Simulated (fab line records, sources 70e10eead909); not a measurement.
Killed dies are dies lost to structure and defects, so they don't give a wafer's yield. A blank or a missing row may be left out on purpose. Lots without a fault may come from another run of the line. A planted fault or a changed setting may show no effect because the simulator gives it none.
Tool commonality check | flow nand_harc | 1 lot, 3 wafers sampled

WHY IT WAS OPENED
At NHARC_END_SORT_01 the reading killed_at_periphery is flagged on 1 of 1 lot. Wafers without a fault read 4.2, standard deviation 2.8.
Rule: a lot is flagged when every wafer of it that has a number lies more than 4 standard deviations from that mean, or none has a number. The other lots count as sound.

lot  | measured     | on        | killed_at_periphery, wafer by wafer | flag
L486 | day 28 00:35 | prober-02 | 630 614 613                         | FLAGGED
The numbers of the flagged lots are 619.0 on average: +614.8 against the usual, or +99 or more standard deviations.

WHICH TOOL RAN EACH LOT
The record holds 4 process steps before the reading, out of a route of 1302 steps. In each cell: the tool, then ch and the chambers that the sampled wafers went through, then the start.
lot  | flag    | NHARC_P_STI_ETCH_42             | NHARC_P_GATE_EXPOSE_08           | NHARC_P_GATE_DEP_103         | NHARC_P_GATE_ETCH_114
L486 | FLAGGED | rie_diel-13 ch 1,2, day 7 00:16 | krf_scanner-04 ch 0, day 8 08:37 | pecvd-02 ch 1,2, day 8 23:39 | rie_diel-03 ch 1,2, day 28 00:35 or earlier
What these steps do:
- NHARC_P_STI_ETCH_42: etches the open film in N2/H2, target depth 80 nm, overetch 24 nm, time 61 s.
- NHARC_P_GATE_EXPOSE_08: exposes mask P HV.
- NHARC_P_GATE_DEP_103: deposits SiON, target thk 30 nm.
- NHARC_P_GATE_ETCH_114: etches the open film in CF4/O2, target depth 30 nm, overetch 3 nm, time 16.5 s.
- NHARC_END_SORT_01

FLAGGED OVER TOTAL, TOOL BY TOOL (the gauges that took the reading come last)
step                   | tool           | lots run | flagged | share of the flagged lots | sound lots run after its first flagged lot
NHARC_P_STI_ETCH_42    | rie_diel-13    | 1        | 1       | all                       | 0
NHARC_P_GATE_EXPOSE_08 | krf_scanner-04 | 1        | 1       | all                       | 0
NHARC_P_GATE_DEP_103   | pecvd-02       | 1        | 1       | all                       | 0
NHARC_P_GATE_ETCH_114  | rie_diel-03    | 1        | 1       | all                       | 0
NHARC_END_SORT_01      | prober-02      | 1        | 1       | all                       | 0
NHARC_P_GATE_ETCH_114 gives no start for some lots, so the hours and the order of its lots are those of NHARC_END_SORT_01.

WHAT THE TABLE ALLOWS
5 rows of the table ran every flagged lot: rie_diel-13 at NHARC_P_STI_ETCH_42, krf_scanner-04 at NHARC_P_GATE_EXPOSE_08, pecvd-02 at NHARC_P_GATE_DEP_103, rie_diel-03 at NHARC_P_GATE_ETCH_114, prober-02 at NHARC_END_SORT_01.
- rie_diel-13 at NHARC_P_STI_ETCH_42: 1 of its 1 lot flagged. It ran no sound lot before its first flagged lot in this sample, so the start can't be narrowed down.
- krf_scanner-04 at NHARC_P_GATE_EXPOSE_08: 1 of its 1 lot flagged. It ran no sound lot before its first flagged lot in this sample, so the start can't be narrowed down.
- pecvd-02 at NHARC_P_GATE_DEP_103: 1 of its 1 lot flagged. It ran no sound lot before its first flagged lot in this sample, so the start can't be narrowed down.
- rie_diel-03 at NHARC_P_GATE_ETCH_114: 1 of its 1 lot flagged. It ran no sound lot before its first flagged lot in this sample, so the start can't be narrowed down.
- prober-02 at NHARC_END_SORT_01: 1 of its 1 lot flagged. It ran no sound lot before its first flagged lot in this sample, so the start can't be narrowed down.
Counting lots can't tell these 5 tools apart, because each fits a fault that began at some hour. More lots, or a look at what each step does to the wafer, might.

WHAT THE SIMULATOR HAD PUT IN
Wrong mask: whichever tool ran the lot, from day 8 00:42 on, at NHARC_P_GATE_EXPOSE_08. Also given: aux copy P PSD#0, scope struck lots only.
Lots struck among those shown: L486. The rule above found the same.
